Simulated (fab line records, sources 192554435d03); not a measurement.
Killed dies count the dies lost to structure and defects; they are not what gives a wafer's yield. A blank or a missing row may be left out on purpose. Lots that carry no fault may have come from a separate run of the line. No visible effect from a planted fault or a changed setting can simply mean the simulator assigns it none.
fab line records	flow n5_finfet
record: lots: 8	wafers: 24	last_day: 24
route steps=1938 shown BEOL_M3@945 BEOL_M4@1111 PASSIVATION@1936
lots untouched by any fault: they come from a run of this same line in which no faults occurred
start_h: hours from the record's opening day to when the first of the lot's shown wafers began	wait_h: hours since the lot's step before	" repeats the value in the row above	L1.1+2: a row that stands for several wafers	- value missing, or start not given	* or withheld: withheld	< > ~ a bound
route shown NAME@n: names a module that has steps shown in the file, with the first one's number in the route	usual: mean/standard deviation of fault-free wafers	same: alike in all rows	chamber/n: place in a boat	sites: the reading at each site	_std_site: how widely they spread, as a standard deviation	_edge_site: outer sites' mean less inner sites'	radius_mm: how far each site lies from the wafer's centre	mask NAME#n: copy n	behind: tool/chamber where the wafer was last shaped	hold: why the lot was held/for how many hours/how that ended	device: whichever transistor did not switch (one of n, p or np)	end of line: the tests these same wafers got at the end of their route	a step given without rows: its recipe and nothing more	killed: at the first sort, the dies lost to defects and structure; wafer yield is something else	map: a wafer's dies, x killed, . not, _ none there
set.NAME: the setting that was run; set.NAME@STEP: the one run at that earlier step	model.NAME: the simulator's own value behind a step, which no gauge read
the route's steps for a sample of lots (tables are steps, rows are wafers)
services: from which hour (start_h, from the record's first day; less than 0 if before it) a tool's chamber was out of use, for how many hours, and why
== steps ==
step: N5_BEOL_M3_OVL_MEAS_12
recipe: points_per_wafer: 522
usual: M3_OVL: -0.2/0.67
lot.wafer	tool	chamber	start_h	wait_h	M3_OVL[nm]
L774.1	overlay-01	0	262.61	0.0	0.0
L774.2	"	0	"	"	-1.0
L774.3	"	0	"	"	-0.7
L769.1	overlay-01	0	263.51	0.0	0.1
L769.2	"	0	"	"	0.0
L769.3	"	0	"	"	0.3
L770.1	overlay-02	0	272.88	0.0	0.3
L770.5	"	0	"	"	0.7
L770.6	"	0	"	"	0.6
L771.2	overlay-02	0	288.69	0.0	0.1
L771.3	"	0	"	"	-0.8
L771.5	"	0	"	"	-1.0
L779.2	overlay-01	0	313.68	0.0	1.1
L779.4	"	0	"	"	1.3
L779.5	"	0	"	"	0.8
L781.2	overlay-02	0	329.42	0.0	-0.9
L781.4	"	0	"	"	-0.4
L781.5	"	0	"	"	-0.5
L785.4	overlay-02	0	341.50	0.0	0.5
L785.5	"	0	"	"	0.7
L785.6	"	0	"	"	-0.1
L786.1	overlay-02	0	348.58	0.0	-1.0
L786.2	"	0	"	"	-0.7
L786.6	"	0	"	"	-1.9
step: N5_BEOL_M3_ETCH_64
recipe: chemistry: N2/H2	target: SOC	target_depth_a: 750	overetch_a: 150	mask_material: SiARC	temp_c: 40	time_s: 112.5	ion_energy_ev: 200	pressure_mtorr: 30	source_w: 840	bias_w: 150	n2_flow_sccm: 200	h2_flow_sccm: 200
usual: chamber_pressure_mTorr: 29.999/0.027	drypump_motor_current_A: 5.6/0.43	h2_flow_sccm: 200.1/0.58	oes_product_au: 0.62/0.057	rf_fwd_power_W: 836.8/2.9	rf_vpp_V: 524.1/2	showerhead_plenum_p_Torr: 2.55/0.069	temp_c: 40.01/0.11	throttle_valve_pct: 17.71/0.22
lot.wafer	tool	chamber	start_h	wait_h	chamber_pressure_mTorr	drypump_motor_current_A	h2_flow_sccm	oes_product_au	rf_fwd_power_W	rf_hours_counter_h	rf_vpp_V	showerhead_plenum_p_Torr	temp_c	throttle_valve_pct
L774.1	rie_diel-01	0	262.86	0.0	29.995	5.0	200.8	0.59	839.0	149	520.9	2.44	39.96	17.52
L774.2	"	2	"	"	29.999	6.2	200.2	0.68	836.3	52	526.1	2.58	40.03	17.62
L774.3	"	1	"	"	30.014	5.6	201.3	0.61	839.7	128	524.0	2.56	39.93	17.72
L769.1	rie_diel-04	1	263.68	0.0	29.994	5.4	200.1	0.56	832.2	216	524.3	2.52	40.07	18.06
L769.2	"	0	"	"	30.007	5.3	199.2	0.65	837.3	72	528.2	2.69	40.02	18.03
L769.3	"	3	"	"	29.990	5.8	200.3	0.58	835.0	186	523.2	2.54	39.92	17.61
L770.1	rie_diel-01	3	273.05	0.0	30.016	6.2	199.5	0.69	835.0	43	525.3	2.57	39.96	17.43
L770.5	"	1	"	"	30.030	5.6	201.0	0.61	832.5	-	523.4	2.56	40.01	17.73
L770.6	"	2	"	"	30.014	6.2	198.9	0.68	841.7	-	524.0	2.58	40.10	17.63
L771.2	rie_diel-01	0	288.86	0.0	30.067	5.0	199.4	0.58	832.8	158	521.1	2.43	39.90	17.53
L771.3	"	3	"	"	30.038	6.2	200.2	0.69	837.9	49	525.1	2.57	39.89	17.41
L771.5	"	2	"	"	29.969	6.2	199.7	0.68	838.0	-	523.8	2.58	40.15	17.66
L779.2	rie_diel-01	3	313.84	0.0	29.926	6.2	200.2	0.69	837.2	53	522.3	2.56	39.82	17.43
L779.4	"	2	"	"	30.004	6.2	199.3	0.66	835.2	68	526.4	2.58	40.04	17.67
L779.5	"	2	"	"	30.009	6.2	200.4	0.66	840.3	-	524.3	2.58	40.06	17.68
L781.2	rie_diel-04	1	329.59	0.0	29.990	5.4	199.9	0.56	834.0	236	523.2	2.51	40.10	18.07
L781.4	"	0	"	"	29.947	5.3	200.5	0.63	840.5	93	528.4	2.68	40.19	18.09
L781.5	"	3	"	"	29.970	5.8	199.5	0.57	836.8	-	525.0	2.54	40.11	17.64
L785.4	rie_diel-01	0	341.87	0.0	30.007	5.0	200.6	0.57	836.7	173	521.1	2.43	40.06	17.55
L785.5	"	2	"	"	29.970	6.2	200.3	0.66	836.7	-	523.8	2.57	39.70	17.69
L785.6	"	3	"	"	30.012	6.2	200.7	0.68	841.7	-	524.7	2.56	39.96	17.44
L786.1	rie_diel-01	1	348.77	0.0	30.009	5.6	200.7	0.60	842.4	151	523.7	2.55	40.09	17.76
L786.2	"	2	"	"	30.007	6.2	200.1	0.66	832.8	77	524.7	2.57	40.10	17.68
L786.6	"	2	"	"	30.016	6.2	199.8	0.65	833.2	-	525.9	2.57	39.97	17.69
step: N5_BEOL_M3_ETCH_69
recipe: chemistry: CF4	target: SiARC	target_depth_a: 156	mask_material: CAR-EUV	time_s: 26	ion_energy_ev: 80	pressure_mtorr: 40	source_w: 545	bias_w: 36	Ar_flow_sccm: 100	cf4_flow_sccm: 100	ends: cleared
usual: chamber_pressure_mTorr: 40.00/0.034	drypump_motor_current_A: 5.7/0.41	etch_rf_on_time_s: 26.3/0.55	oes_product_au: 0.68/0.078	rf_fwd_power_W: 532.4/2.3	rf_vpp_V: 183.8/0.92	showerhead_plenum_p_Torr: 2.13/0.043	throttle_valve_pct: 15.47/0.17
lot.wafer	tool	chamber	start_h	wait_h	chamber_pressure_mTorr	drypump_motor_current_A	etch_rf_on_time_s	oes_product_au	rf_fwd_power_W	rf_hours_counter_h	rf_vpp_V	showerhead_plenum_p_Torr	throttle_valve_pct
L774.1	rie_diel-01	2	264.01	0.0	39.96	6.2	25.9	0.74	529.4	52	183.3	2.17	15.44
L774.2	"	1	"	"	40.04	5.6	26.5	0.65	536.7	128	184.8	2.16	15.51
L774.3	"	3	"	"	39.94	6.2	25.9	0.76	531.5	40	183.4	2.16	15.24
L769.1	rie_diel-01	2	264.68	0.0	40.03	6.2	26.2	0.73	532.8	52	183.8	2.17	15.42
L769.2	"	0	"	"	40.02	5.1	26.9	0.62	533.7	149	182.1	2.06	15.36
L769.3	"	3	"	"	40.03	6.2	25.7	0.76	527.4	40	183.6	2.16	15.22
L770.1	rie_diel-01	2	273.92	0.0	39.98	6.2	26.1	0.74	530.3	55	183.2	2.17	15.44
L770.5	"	0	"	"	40.04	5.0	26.9	0.62	530.1	-	184.0	2.06	15.35
L770.6	"	3	"	"	40.04	6.2	25.9	0.76	533.9	-	182.5	2.16	15.24
L771.2	rie_diel-05	3	289.82	0.0	39.96	5.9	25.0	0.83	532.9	12	184.4	2.11	15.31
L771.3	"	2	"	"	40.03	5.6	26.1	0.62	538.6	185	183.9	2.14	15.58
L771.5	"	0	"	"	40.06	5.3	27.1	0.57	529.4	-	184.1	2.11	15.77
L779.2	rie_diel-01	3	314.68	0.0	40.03	6.2	25.8	0.74	529.3	54	185.2	2.15	15.26
L779.4	"	0	"	"	39.99	5.0	26.7	0.61	530.9	165	183.9	2.05	15.37
L779.5	"	2	"	"	39.94	6.2	26.3	0.72	530.7	-	184.6	2.16	15.47
L781.2	rie_diel-01	3	330.47	0.0	40.06	6.2	25.7	0.74	530.6	58	182.6	2.15	15.28
L781.4	"	1	"	"	40.01	5.6	26.4	0.64	535.3	147	184.2	2.16	15.56
L781.5	"	0	"	"	39.98	5.0	26.7	0.61	532.7	-	183.0	2.05	15.39
L785.4	rie_diel-01	3	342.91	0.0	40.02	6.2	25.8	0.74	533.0	61	184.7	2.15	15.28
L785.5	"	2	"	"	39.99	6.2	26.3	0.70	530.6	-	185.2	2.16	15.47
L785.6	"	3	"	"	40.06	6.2	25.6	0.74	533.4	-	184.9	2.15	15.28
L786.1	rie_diel-01	3	349.74	0.0	40.02	6.2	26.2	0.73	530.0	62	183.4	2.15	15.29
L786.2	"	1	"	"	39.96	5.6	26.6	0.64	534.6	151	184.1	2.15	15.56
L786.6	"	1	"	"	39.97	5.6	26.6	0.63	536.2	-	182.8	2.15	15.56
step: N5_BEOL_M3_ETCH_70
recipe: chemistry: N2/H2	target: SOC	target_depth_a: 800	overetch_a: 160	mask_material: SiARC	temp_c: 40	time_s: 120	ion_energy_ev: 200	pressure_mtorr: 30	source_w: 840	bias_w: 150	n2_flow_sccm: 200	h2_flow_sccm: 200
usual: chamber_pressure_mTorr: 29.999/0.026	drypump_motor_current_A: 5.6/0.39	h2_flow_sccm: 200.0/0.62	oes_product_au: 0.61/0.07	rf_fwd_power_W: 835.5/2.9	rf_vpp_V: 524.1/2	showerhead_plenum_p_Torr: 2.55/0.07	temp_c: 40.01/0.11	throttle_valve_pct: 17.71/0.26
lot.wafer	tool	chamber	start_h	wait_h	chamber_pressure_mTorr	drypump_motor_current_A	h2_flow_sccm	oes_product_au	rf_fwd_power_W	rf_hours_counter_h	rf_vpp_V	showerhead_plenum_p_Torr	temp_c	throttle_valve_pct
L774.1	rie_diel-04	0	271.24	0.0	29.955	5.3	199.8	0.63	836.3	74	528.4	2.69	39.98	18.06
L774.2	"	3	"	"	29.994	5.8	201.0	0.56	837.4	188	523.9	2.54	40.00	17.62
L774.3	"	1	"	"	29.996	5.4	200.6	0.55	831.8	218	523.9	2.52	39.95	18.03
L769.1	rie_diel-04	1	274.32	0.0	30.002	5.4	199.5	0.55	832.2	219	523.0	2.52	40.00	18.07
L769.2	"	3	"	"	29.942	5.8	200.0	0.56	835.3	189	524.5	2.54	39.86	17.63
L769.3	"	2	"	"	30.018	5.1	200.4	0.53	834.9	228	526.4	2.62	39.88	18.02
L770.1	rie_diel-04	0	297.06	0.0	30.024	5.3	199.9	0.62	839.1	83	527.8	2.69	39.95	18.08
L770.5	"	2	"	"	29.980	5.1	199.4	0.53	834.8	-	525.6	2.62	39.98	18.06
L770.6	"	3	"	"	30.013	5.8	200.0	0.56	834.7	-	522.4	2.54	39.95	17.63
L771.2	rie_diel-04	1	308.24	0.0	29.963	5.4	199.2	0.54	833.7	231	522.7	2.52	39.96	18.07
L771.3	"	2	"	"	29.961	5.1	199.0	0.53	835.6	240	526.7	2.61	40.09	18.04
L771.5	"	1	"	"	29.990	5.4	200.0	0.54	836.1	-	522.0	2.52	40.00	18.07
L779.2	rie_diel-04	0	332.86	0.0	29.972	5.3	200.1	0.61	637.2	93	575.8	2.68	39.95	18.10
L779.4	"	1	"	"	29.993	5.4	200.3	0.54	629.7	237	573.3	2.51	39.91	18.10
L779.5	"	2	"	"	29.974	5.1	199.8	0.52	635.7	-	574.8	2.61	40.03	18.06
L781.2	rie_diel-04	2	338.02	0.0	29.971	5.1	199.7	0.52	630.0	246	574.4	2.61	40.12	18.05
L781.4	"	3	"	"	29.994	5.8	199.9	0.55	630.7	207	571.6	2.53	39.99	17.65
L781.5	"	2	"	"	29.976	5.1	200.2	0.52	629.1	-	574.4	2.61	40.13	18.06
L785.4	rie_diel-01	1	382.43	0.0	30.005	5.6	200.7	0.57	833.3	162	523.5	2.55	39.94	17.77
L785.5	"	3	"	"	29.985	6.2	200.1	0.64	837.1	-	525.5	2.56	40.10	17.47
L785.6	"	2	"	"	30.030	6.2	201.1	0.63	837.7	-	523.5	2.57	40.11	17.71
L786.1	rie_diel-05	1	382.53	0.0	29.990	5.9	199.8	0.69	833.7	27	521.0	2.49	39.84	17.53
L786.2	"	0	"	"	29.991	5.3	198.9	0.72	832.9	11	522.7	2.48	39.97	17.46
L786.6	"	1	"	"	29.934	5.9	199.5	0.68	835.2	-	523.2	2.49	39.94	17.53
step: N5_BEOL_M4_RC_MEAS_101
usual: DIBL_N: 35.8/1.6	DIBL_P: 35.6/2	IOFF_N: 0.15/0.031	IOFF_P: 0.20/0.033	ION_N: 668/12	ION_P: 459/6.8	SS_N: 71.4/0.53	SS_P: 73.1/0.63	VT_N: 250/3.5	VT_P: -251/3
lot.wafer	tool	chamber	start_h	wait_h	DIBL_N[mV/V]	DIBL_P[mV/V]	IOFF_N[nA/um]	IOFF_P[nA/um]	ION_N[uA/um]	ION_P[uA/um]	SS_N[mV/dec]	SS_P[mV/dec]	VT_N[mV]	VT_P[mV]
L774.1	prober-01	0	332.49	0.0	34.4	34.3	0.13	0.19	660	462	70.7	73.0	252	-249
L774.2	"	0	"	"	33.6	33.3	0.11	0.17	649	458	70.8	72.6	255	-253
L774.3	"	0	"	"	34.4	34.1	0.13	0.18	650	454	70.7	72.7	252	-253
L769.1	prober-01	0	353.06	0.0	35.7	34.5	0.15	0.21	672	464	71.4	72.7	247	-250
L769.2	"	0	"	"	34.6	32.7	0.13	0.18	667	461	71.2	72.6	252	-251
L769.3	"	0	"	"	37.6	36.9	0.18	0.25	672	468	71.8	73.6	249	-246
L770.1	prober-02	0	360.48	0.0	36.1	32.6	0.14	0.18	660	455	72.3	73.0	251	-251
L770.5	"	0	"	"	38.3	34.5	0.16	0.21	658	450	72.0	73.9	249	-250
L770.6	"	0	"	"	38.4	35.5	0.17	0.22	670	461	72.3	73.8	246	-249
L771.2	prober-01	0	387.70	0.2	34.6	34.7	0.12	0.17	643	449	70.8	71.9	258	-252
L771.3	"	0	"	"	34.2	34.0	0.12	0.17	657	455	70.2	72.0	255	-253
L771.5	"	0	"	"	33.9	34.0	0.12	0.17	644	451	70.4	72.1	256	-254
L781.2	prober-01	0	399.52	0.2	37.4	38.2	0.19	0.24	678	453	71.8	73.9	245	-246
L781.4	"	0	"	"	37.3	37.3	0.18	0.22	671	457	71.7	74.1	247	-250
L781.5	"	0	"	"	37.7	38.8	0.20	0.25	686	466	72.4	74.2	246	-248
L779.2	prober-01	0	414.49	0.2	35.5	34.4	0.15	0.20	656	453	71.4	73.3	251	-250
L779.4	"	0	"	"	36.5	37.1	0.18	0.24	687	463	71.7	74.2	249	-249
L779.5	"	0	"	"	35.1	34.5	0.15	0.20	648	450	71.2	73.0	253	-252
L785.4	prober-01	0	436.59	0.5	37.5	36.4	0.16	0.21	662	455	71.3	73.1	249	-249
L785.5	"	0	"	"	35.8	35.5	0.14	0.20	659	462	70.8	73.3	252	-251
L785.6	"	0	"	"	38.9	38.6	0.19	0.24	670	460	71.8	73.6	248	-247
L786.1	prober-02	0	461.43	0.0	35.9	35.3	0.15	0.19	686	472	71.0	72.7	247	-250
L786.2	"	0	"	"	35.6	34.6	0.13	0.19	659	458	71.7	72.8	251	-251
L786.6	"	0	"	"	33.5	32.1	0.10	0.15	648	450	71.4	72.0	256	-255
step: N5_PASSIVATION_PROBE_49
usual: defect_limited_yield: 90.7/1.5	killed_at_M0_to_M3: 38/11	killed_at_M4_up: 15/5.5	killed_at_contacts: 12/6	killed_at_front_end: 41/11	killed_at_other: 3.5/2.7	killed_dies: 110/18	killed_open: 72/13	killed_short: 35/8.7	sort_bin_5_function: 5.5/1.1	sort_bin_6_memory: 3.4/0.63	sort_n_pass: 1070/18	sort_yield_pct: 90.7/1.5
same: gross_dies: 1180	killed_at_back_side: 0	sort_bin_4_leakage[%]: 0	sort_bin_8_speed[%]: 0
lot.wafer	tool	chamber	start_h	wait_h	defect_limited_yield[%]	killed_at_M0_to_M3	killed_at_M4_up	killed_at_contacts	killed_at_front_end	killed_at_other	killed_dies	killed_open	killed_short	sort_bin_5_function[%]	sort_bin_6_memory[%]	sort_n_pass	sort_yield_pct[%]
L774.1	prober-01	-	474.20	0.0	93.0	24	11	11	33	4	83	57	24	3.6	3.1	1097	93.0
L774.2	prober-01	-	474.25	0.1	93.1	29	4	5	42	2	82	54	28	3.6	3.0	1098	93.1
L774.3	prober-01	-	474.30	0.1	92.4	34	7	15	33	1	90	59	31	3.8	3.3	1090	92.4
L781.2	prober-02	-	519.84	0.5	91.7	21	20	9	45	3	98	60	30	4.6	3.2	1082	91.7
L781.4	prober-02	-	519.94	0.6	89.7	42	10	21	48	1	122	81	39	6.3	3.7	1058	89.7
L781.5	prober-02	-	519.99	0.7	91.9	22	23	11	39	0	95	62	32	5.0	2.8	1085	91.9
L779.2	prober-02	-	537.23	0.1	92.7	31	17	5	29	4	86	62	24	3.1	4.1	1094	92.7
L779.4	prober-02	-	537.33	0.2	90.5	40	10	6	48	8	112	79	33	5.3	3.8	1068	90.5
L779.5	prober-02	-	537.38	0.2	90.7	33	20	7	47	3	110	77	33	5.4	3.7	1070	90.7
L785.4	prober-01	-	550.42	0.2	91.4	39	9	8	36	9	101	56	39	4.7	3.1	1079	91.4
L785.5	prober-01	-	550.47	0.2	91.3	35	19	8	34	7	103	62	35	4.8	3.2	1077	91.3
L785.6	prober-01	-	550.52	0.3	91.4	35	20	16	26	5	102	67	33	5.0	3.4	1078	91.4
killed by level:class
L774.1 FIN_SAQP:geometric_particle:open=11 MOL_CONTACT_COAG:geometric_particle:open=9 BEOL_M0_SAQP:geometric_particle:short=7 STI_FIN_REVEAL:geometric_particle:open=5 BEOL_M0_SAQP:geometric_particle:open=5 STARTING-WAFER:geometric_particle:short=5 FIN_SAQP:geometric_particle:short=4 BEOL_M2:geometric_particle:open=4
L774.2 FIN_SAQP:geometric_particle:open=13 FIN_SAQP:geometric_particle:short=10 BEOL_M3:geometric_particle:open=10 BEOL_M0_SAQP:geometric_particle:open=9 MOL_CONTACT_COAG:geometric_particle:open=5 BEOL_M2:geometric_particle:open=4 STARTING-WAFER:geometric_particle:short=4 STI_FIN_REVEAL:geometric_particle:open=3
L774.3 MOL_CONTACT_COAG:geometric_particle:open=15 STI_FIN_REVEAL:geometric_particle:open=9 BEOL_M0_SAQP:geometric_particle:open=8 BEOL_M3:geometric_particle:short=7 FIN_SAQP:geometric_particle:short=6 BEOL_M3:geometric_particle:open=6 FIN_SAQP:geometric_particle:open=5 BEOL_M0_SAQP:geometric_particle:short=4
L781.2 BEOL_M4:geometric_particle:open=8 FIN_SAQP:geometric_particle:short=7 MOL_CONTACT_COAG:geometric_particle:open=6 BEOL_M2:geometric_particle:open=6 HKMG_FIN:area_etch=6 FIN_SAQP:geometric_particle:open=5 GATE_CUT:geometric_particle:open=5 BEOL_M0_SAQP:geometric_particle:open=5
L781.4 MOL_CONTACT_COAG:geometric_particle:open=18 FIN_SAQP:geometric_particle:short=11 FIN_SAQP:geometric_particle:open=10 BEOL_M0_SAQP:geometric_particle:short=9 BEOL_M3:geometric_particle:open=9 BEOL_M0_SAQP:geometric_particle:open=8 GATE_CUT:geometric_particle:short=5 BEOL_M1:geometric_particle:open=5
L781.5 STI_FIN_REVEAL:geometric_particle:open=9 MOL_CONTACT_COAG:geometric_particle:open=8 GATE_CUT:geometric_particle:short=7 BEOL_M4:geometric_particle:open=7 FIN_SAQP:geometric_particle:short=5 FIN_SAQP:geometric_particle:open=5 BEOL_M0_SAQP:geometric_particle:short=5 BEOL_M3:geometric_particle:open=5
L779.2 BEOL_M1:geometric_particle:open=11 BEOL_M4:geometric_particle:open=10 STI_FIN_REVEAL:geometric_particle:open=9 FIN_SAQP:geometric_particle:short=5 MOL_CONTACT_COAG:geometric_particle:open=5 BEOL_M0:geometric_particle:open=5 BEOL_M3:geometric_particle:open=5 FIN_SAQP:geometric_particle:open=4
L779.4 FIN_SAQP:geometric_particle:open=17 FIN_SAQP:geometric_particle:short=9 BEOL_M0_SAQP:geometric_particle:short=8 BEOL_M1:geometric_particle:open=8 BEOL_M2:geometric_particle:open=7 BEOL_M3:geometric_particle:open=6 BEOL_M4:geometric_particle:open=6 STI_FIN_REVEAL:geometric_particle:open=5
L779.5 BEOL_M4:geometric_particle:open=14 FIN_SAQP:geometric_particle:short=13 FIN_SAQP:geometric_particle:open=13 BEOL_M2:geometric_particle:open=9 BEOL_M3:geometric_particle:open=8 MOL_CONTACT_COAG:geometric_particle:open=7 STI_FIN_REVEAL:geometric_particle:open=6 BEOL_M0_SAQP:geometric_particle:short=5
L785.4 BEOL_M0_SAQP:geometric_particle:open=12 BEOL_M0_SAQP:geometric_particle:short=12 GATE_CUT:geometric_particle:short=8 BEOL_M2:geometric_particle:open=8 MOL_CONTACT_COAG:geometric_particle:open=6 STI_FIN_REVEAL:geometric_particle:open=5 DUMMY_GATE:geometric_particle:short=4 BEOL_M4:geometric_particle:open=4
L785.5 BEOL_M0_SAQP:geometric_particle:short=10 STI_FIN_REVEAL:geometric_particle:open=9 BEOL_M4:geometric_particle:open=9 BEOL_M0_SAQP:geometric_particle:open=7 BEOL_M2:geometric_particle:open=7 BEOL_M3:geometric_particle:open=7 FIN_SAQP:geometric_particle:open=5 HKMG_FIN:area_etch=5
L785.6 MOL_CONTACT_COAG:geometric_particle:open=14 BEOL_M4:geometric_particle:open=11 BEOL_M0_SAQP:geometric_particle:short=10 BEOL_M2:geometric_particle:open=8 FIN_SAQP:geometric_particle:open=7 BEOL_M0_SAQP:geometric_particle:open=6 GATE_CUT:geometric_particle:short=5 BEOL_M2:geometric_particle:short=4
== services ==
tool	chamber	start_h	hours	kind
rie_diel-05	1	251.78	-	clean
rie_diel-05	1	251.78	-	consumable_replace:focus_ring
rie_diel-05	1	251.78	30.1	scheduled_down
rie_diel-05	1	251.78	30.1	vent_cycle
rie_diel-01	1	274.60	2.8	repair
rie_diel-05	3	275.07	11.5	repair
rie_diel-05	-	281.26	2.8	pm
rie_diel-05	0	304.51	6.7	repair
rie_diel-01	3	307.71	5.5	repair
rie_diel-05	0	311.24	-	clean
rie_diel-05	0	311.24	-	consumable_replace:focus_ring
rie_diel-05	0	311.24	18.7	scheduled_down
rie_diel-05	0	311.24	18.7	vent_cycle
rie_diel-04	2	348.86	-	clean
rie_diel-04	2	348.86	-	consumable_replace:focus_ring
rie_diel-04	2	348.86	18.3	scheduled_down
rie_diel-04	2	348.86	18.3	vent_cycle
rie_diel-04	1	371.06	-	clean
rie_diel-04	1	371.06	-	consumable_replace:focus_ring
rie_diel-04	1	371.06	16.2	scheduled_down
rie_diel-04	1	371.06	16.2	vent_cycle
== key ==
first_sign: step: N5_BEOL_M3_ETCH_70	reading: rf_fwd_power_W	direction: down	sigmas: 71	usual: *	struck: *
effect: step: N5_BEOL_M3_ETCH_70	reading: rf_vpp_V	direction: up	sigmas: 25	usual: 524.1	struck: 574.0
met_at N5_BEOL_M3_ETCH_70
struck_lots L779,L781
not_acting_at N5_BEOL_M3_OVL_MEAS_12,N5_BEOL_M3_ETCH_64,N5_BEOL_M3_ETCH_69
onset_between 308.24 332.86
fault: kind: process_parameter_drift	tool: rie_diel-04	chamber: -	onset_h: 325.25	steps: N5_BEOL_M3_ETCH_70	channel: source_w	offset: -201.6	shape: step	end_h: 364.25	acts_in: these_recipes_only	stated: 840
